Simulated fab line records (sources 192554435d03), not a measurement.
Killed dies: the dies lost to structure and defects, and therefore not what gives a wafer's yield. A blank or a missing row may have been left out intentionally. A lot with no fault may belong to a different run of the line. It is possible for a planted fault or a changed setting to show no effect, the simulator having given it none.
Split-lot study ; flow n5Finfet ; route with 1938 steps; 7 lots, 21 wafers read

== THE SPLIT ==
At N5_BEOL_M6_COAT_64 (time 60 s, resist thk 12 nm), the setting spinRpm was moved away from the recipe's 1500 rpm on 8 of the 21 wafers read, by -11.0% to +8.7%. This setting was run at the recipe's value on the other wafers.

The split's own step is where the reading is taken.

== THE READING ==
SiARC_of_BEOL_M6_COAT_64.thkNm (the simulator's own value, which no gauge read), in nm, at N5_BEOL_M6_COAT_64 (time 60 s, resist thk 12 nm). No usual value for it is given in the file.

wafer;tool, chamber at the split;spinRpm as run, rpm;against the recipe;SiARC_of_BEOL_M6_COAT_64.thkNm, nm;against lot-mates on the recipe
L076.2;lithoTrack-02, 0;1500;recipe;12;-
L076.3;lithoTrack-02, 0;1431;-4.6%;12.2;+0.2
L076.4;lithoTrack-02, 0;1431;-4.6%;12.2;+0.2
L078.2;lithoTrack-05, 0;1354;-9.7%;12.6;+0.6
L078.3;lithoTrack-05, 0;1500;recipe;12;-
L078.5;lithoTrack-05, 0;1500;recipe;12;-
L079.2;lithoTrack-04, 0;1427;-4.9%;12.2;+0.2
L079.3;lithoTrack-04, 0;1500;recipe;12;-
L079.5;lithoTrack-04, 0;1500;recipe;12;-
L080.4;lithoTrack-04, 0;1500;recipe;12;-
L080.5;lithoTrack-04, 0;1500;recipe;12;-
L080.6;lithoTrack-04, 0;1630;+8.7%;11.4;-0.6
L093.1;lithoTrack-02, 0;1500;recipe;12;-
L093.3;lithoTrack-02, 0;1500;recipe;12;-
L093.6;lithoTrack-02, 0;1500;recipe;12;-
L094.3;lithoTrack-04, 0;1428;-4.8%;12.2;+0.2
L094.4;lithoTrack-04, 0;1428;-4.8%;12.2;+0.2
L094.5;lithoTrack-04, 0;1500;recipe;12;-
L095.2;lithoTrack-04, 0;1500;recipe;12;-
L095.4;lithoTrack-04, 0;1500;recipe;12;-
L095.3;lithoTrack-04, 0;1335;-11.0%;12.8;+0.8

FIT RESULTS
A straight line over all 21 wafers: SiARC_of_BEOL_M6_COAT_64.thkNm changes by -0.0629 nm for each +1% of spinRpm; r = -0.98; the points scatter about the line by 0.053 nm.
The same after taking each lot's own level away (the mean of its wafers on the recipe; 21 wafers): -0.0629 nm for each +1%; r = -0.98; scatter 0.053 nm.
According to that fit, moving spinRpm by its largest amount changes the reading by 0.69 nm.
The lots' own levels span 12.00 to 12.00 nm.
Consequently the slope shifts little with the lot-to-lot level, the two slopes agreeing.
Check: for one of the wafers moved furthest among these (-11.0%), held out of the fit, the line's prediction against its lot-mates is +0.615 nm. Against them it came out at +0.8 nm.

== OTHER SPLITS ON THESE WAFERS ==
These wafers also went through other splits before the reading. Each is held against what the fit with the lots' levels taken away leaves over:
other split on the same wafers;wafers away from the commonest value;r with SiARC_of_BEOL_M6_COAT_64.thkNm (lot level and that fit taken away)
N5_BEOL_M1_TRENCH_ETCH_37 timeS;6;-0.33
N5_BEOL_M3_COAT_76 spinRpm;10;-0.18
N5_BEOL_M3_ETCH_77 h2FlowSccm;8;+0.10
N5_BEOL_M3_TRENCH_ETCH_37 sourceW;8;-0.05
N5_BEOL_M4_DESCUM_33 timeS;8;+0.08
N5_BEOL_M5_ETCH_72 sourceW;7;+0.03
N5_BEOL_M5_COAT_74 spinRpm;7;-0.22
N5_BEOL_M6_PECVD_70 timeS;6;-0.10

== FILE'S OWN FIT ==
SiARC_of_BEOL_M6_COAT_64.thkNm changes by -0.0633 nm for each +1% of spinRpm, r = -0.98.
